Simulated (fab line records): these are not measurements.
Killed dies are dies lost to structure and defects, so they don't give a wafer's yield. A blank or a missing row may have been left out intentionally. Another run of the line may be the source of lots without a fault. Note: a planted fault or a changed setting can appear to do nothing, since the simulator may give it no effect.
Chamber matching -- flow nandHarc -- aldMetal-03 running NHARC_A_CONTACT_ALD_18: 4 sister chambers
The step deposits TiN, target thk 3 nm, pulse time 1 s, ald cycles 150. 16 wafers are shown with their chamber, then 8 later ones without.

== WAFERS, EACH WITH ITS CHAMBER ==
wafer,chamber,heaterPowerW (W),precursorPulseHeightRel
L416.1,1,1227,0.981
L416.4,3,1065,1.004
L416.5,0,1473,1.003
L417.2,1,1251,0.995
L417.4,3,1115,1.009
L417.6,0,1457,0.988
L419.3,1,1216,1.013
L419.4,2,984,0.961
L419.6,0,1420,1.001
L425.1,1,1217,1.012
L425.4,0,1472,1.002
L425.5,2,1024,0.982
L428.2,2,1034,1.016
L428.4,0,1425,1.024
L428.5,2,1014,1.018
L427.1,0,1455,1.023

SIGNATURES (averages over the wafers above)
reading,chamber 0,chamber 1,chamber 2,chamber 3,scatter within a chamber
heaterPowerW,1450.33,1227.75,1014.00,1090.00,22.5
precursorPulseHeightRel,1.00683,1.00025,0.99425,1.00650,0.0182
Rule: for a wafer and a chamber, the distance is found by dividing, reading by reading, the gap between the wafer's reading and the chamber's mean by the reading's scatter, squaring, summing and taking the root. The wafer belongs to the nearest chamber; if the next one is less than 2 further off, it can't be placed. The scatter: the root of (the sum of the squares of (reading less its chamber's mean) over the shown wafers, divided by (wafers less chambers)).

== WAFERS MISSING THEIR CHAMBER ==
wafer,heaterPowerW (W),precursorPulseHeightRel
L427.2,1085,1.000
L427.4,1110,1.012
L438.1,977,1.002
L438.4,1172,0.995
L438.6,1255,0.998
L437.1,1165,1.018
L437.3,977,1.044
L437.5,980,1.016

== CHAMBER TAKEN BY EACH ==
wafer,from the rows above,in truth
L427.2,3,3
L427.4,3,3
L438.1,2,2
L438.4,can't be placed: 1 or 3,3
L438.6,1,1
L437.1,can't be placed: 1 or 3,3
L437.3,2,2
L437.5,2,2
Placed correctly: 6 of 8. These rows do not allow placing 2 (true chamber among the candidates in 2). Wrongly placed: 0.
